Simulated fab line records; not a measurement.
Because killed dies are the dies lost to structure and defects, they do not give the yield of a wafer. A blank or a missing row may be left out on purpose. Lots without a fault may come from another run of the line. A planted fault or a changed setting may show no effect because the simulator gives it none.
Chamber matching || flow n5Finfet || N5_BEOL_M15_CMP_49 on cmp-02 has 4 sister chambers
The step polishes, stops on SiO2, t overpolish 4.9 s, target thk 850 nm. 4 wafers are shown with their chamber, then 9 later ones without.

## WAFERS WITH THEIR CHAMBER
{"wafer": "L084.5", "chamber": 2, "motorCurrentA (A)": 8.5}
{"wafer": "L093.1", "chamber": 0, "motorCurrentA (A)": 8.0}
{"wafer": "L093.2", "chamber": 3, "motorCurrentA (A)": 9.1}
{"wafer": "L093.3", "chamber": 1, "motorCurrentA (A)": 8.0}

## WAFERS WITH NO CHAMBER GIVEN
{"wafer": "L094.4", "motorCurrentA (A)": 7.4}
{"wafer": "L094.5", "motorCurrentA (A)": 7.9}
{"wafer": "L094.6", "motorCurrentA (A)": 9.4}
{"wafer": "L095.2", "motorCurrentA (A)": 8.1}
{"wafer": "L095.4", "motorCurrentA (A)": 7.5}
{"wafer": "L095.5", "motorCurrentA (A)": 7.5}
{"wafer": "L097.4", "motorCurrentA (A)": 7.9}
{"wafer": "L097.5", "motorCurrentA (A)": 8.0}
{"wafer": "L097.6", "motorCurrentA (A)": 8.9}

## CHAMBER TAKEN BY EACH
{"wafer": "L094.4", "from the rows above": "can't be placed: 0 or 1 or 2", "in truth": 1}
{"wafer": "L094.5", "from the rows above": "can't be placed: 0 or 1 or 2", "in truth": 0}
{"wafer": "L094.6", "from the rows above": "can't be placed: 3 or 2", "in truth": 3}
{"wafer": "L095.2", "from the rows above": "can't be placed: 0 or 1 or 2", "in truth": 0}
{"wafer": "L095.4", "from the rows above": "can't be placed: 0 or 1 or 2", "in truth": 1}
{"wafer": "L095.5", "from the rows above": "can't be placed: 0 or 1 or 2", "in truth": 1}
{"wafer": "L097.4", "from the rows above": "can't be placed: 0 or 1 or 2", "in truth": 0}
{"wafer": "L097.5", "from the rows above": "can't be placed: 0 or 1 or 2", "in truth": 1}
{"wafer": "L097.6", "from the rows above": "can't be placed: 3 or 2", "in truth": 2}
0 of 9 placed correctly. Cannot be placed on the basis of these rows: 9; the candidates contain the true chamber in 9. Number placed wrongly: 0.
How it was worked out, from the rows above alone: a wafer's distance from a chamber is the root of the sum, over the readings, of the square of ((its reading less the chamber's mean) divided by the reading's scatter). The wafer belongs to the nearest chamber; if the next one is less than 2 further off, it can't be placed. The mean given for a chamber averages the wafers shown for that chamber. The scatter: root of mean squared gap, hidden wafer to nearest shown wafer, with one shown wafer a chamber.
